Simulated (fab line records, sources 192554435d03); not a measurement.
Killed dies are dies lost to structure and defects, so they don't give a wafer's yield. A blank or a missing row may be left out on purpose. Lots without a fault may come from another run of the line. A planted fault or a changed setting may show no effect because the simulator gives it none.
Which tool did it? | flow n5_finfet | 11 lots, 32 wafers sampled, at 5 steps of a route of 1938

WHAT THE GAUGES READ, wafer by wafer
N5_BEOL_M4_RC_MEAS_101.
lot  | measured     | on        | VT_N_LVT (mV)
L570 | day 8 07:31  | prober-01 | 100 95 98
L571 | day 8 18:02  | prober-02 | 102 100 101
L572 | day 8 12:54  | prober-02 | 99 97 97
L574 | day 9 10:52  | prober-01 | 96 99 99
L576 | day 9 23:06  | prober-01 | 95 98 95
L578 | day 10 17:59 | prober-02 | 101 98
L579 | day 10 18:57 | prober-01 | 101 98 100
L581 | day 11 10:46 | prober-01 | 96 98 98
L582 | day 11 15:33 | prober-01 | 97 103 102
L589 | day 13 07:11 | prober-02 | 85 81 81
L586 | day 14 08:28 | prober-01 | 82 81 83

WHICH TOOL RAN EACH LOT (tool, then ch and the chambers of the sampled wafers, then the start)
lot  | N5_HKMG_FIN_RTA_80              | N5_BEOL_M4_ANNEAL_91         | N5_BEOL_M4_ANNEAL_93         | N5_BEOL_M4_CO_CAP_55
L570 | rtp_anneal-01 ch 0, day 4 08:06 | pvd_sputter-01, day 8 05:41  | pvd_sputter-01, day 8 05:54  | cvd_co-02 ch 1,2, day 8 07:08
L571 | rtp_anneal-02 ch 0, day 4 12:52 | pvd_sputter-03, day 8 16:20  | pvd_sputter-03, day 8 16:34  | cvd_co-02 ch 0,2, day 8 17:48
L572 | rtp_anneal-01 ch 0, day 4 20:10 | pvd_sputter-01, day 8 11:13  | pvd_sputter-01, day 8 11:26  | cvd_co-02 ch 0,1, day 8 12:40
L574 | rtp_anneal-02 ch 0, day 5 06:40 | pvd_sputter-02, day 9 09:08  | pvd_sputter-02, day 9 09:22  | cvd_co-01 ch 0,1, day 9 10:35
L576 | rtp_anneal-02 ch 0, day 5 20:19 | pvd_sputter-01, day 9 21:23  | pvd_sputter-01, day 9 21:37  | cvd_co-02 ch 0,1,2, day 9 22:50
L578 | rtp_anneal-02 ch 0, day 6 10:56 | pvd_sputter-01, day 10 15:50 | pvd_sputter-01, day 10 16:04 | cvd_co-01 ch 0,1, day 10 17:19
L579 | rtp_anneal-02 ch 0, day 6 16:17 | pvd_sputter-03, day 10 17:11 | pvd_sputter-03, day 10 17:24 | cvd_co-02 ch 0,2, day 10 18:43
L581 | rtp_anneal-02 ch 0, day 7 04:25 | pvd_sputter-02, day 11 09:05 | pvd_sputter-02, day 11 09:18 | cvd_co-01 ch 0,2, day 11 10:32
L582 | rtp_anneal-01 ch 0, day 7 11:03 | pvd_sputter-01, day 11 13:52 | pvd_sputter-01, day 11 14:05 | cvd_co-02 ch 0,1,2, day 11 15:19
L589 | rtp_anneal-02 ch 0, day 9 01:23 | pvd_sputter-03, day 13 05:21 | pvd_sputter-03, day 13 05:34 | cvd_co-01 ch 0,1, day 13 06:48
L586 | rtp_anneal-02 ch 0, day 9 22:50 | pvd_sputter-01, day 14 06:10 | pvd_sputter-01, day 14 06:23 | cvd_co-01 ch 1,2, day 14 07:55
- N5_HKMG_FIN_RTA_80: time 2 s.
- N5_BEOL_M4_ANNEAL_91: time 240 s.
- N5_BEOL_M4_ANNEAL_93: time 240 s.
- N5_BEOL_M4_CO_CAP_55: material Co, precursor CCTBA/H2, target thk 2 nm, time 102.1 s.

THE ANSWER, worked out from the rows above alone
Rule: what is usual is taken from the lots themselves. Put in order of their means at a reading, lots are off if they are a third of the lots or fewer, leave a main group of 4 or more, and stand apart from it by a gap of 3 or more times the standard deviation of the main group's means; of several such gaps the widest counts. A main group whose means are all the same, to the digits that the tables above print for the reading, isn't used. A lot without any number at a reading at which 4 lots or more have one is off too. The other lots that the step has rows for count as sound.
Off: L589, L586, at N5_BEOL_M4_RC_MEAS_101 (VT_N_LVT). The main group: mean 99 mV, standard deviation 1.6.
A tool fits if, at a process step before that reading, it ran every lot that is off, and no sound lot after the first of them. The gauges at N5_BEOL_M4_RC_MEAS_101 are tried like those tools. Can't be told from this: 2 tools fit, rtp_anneal-02 at N5_HKMG_FIN_RTA_80, cvd_co-01 at N5_BEOL_M4_CO_CAP_55.

WHAT THE SIMULATOR HAD PUT IN
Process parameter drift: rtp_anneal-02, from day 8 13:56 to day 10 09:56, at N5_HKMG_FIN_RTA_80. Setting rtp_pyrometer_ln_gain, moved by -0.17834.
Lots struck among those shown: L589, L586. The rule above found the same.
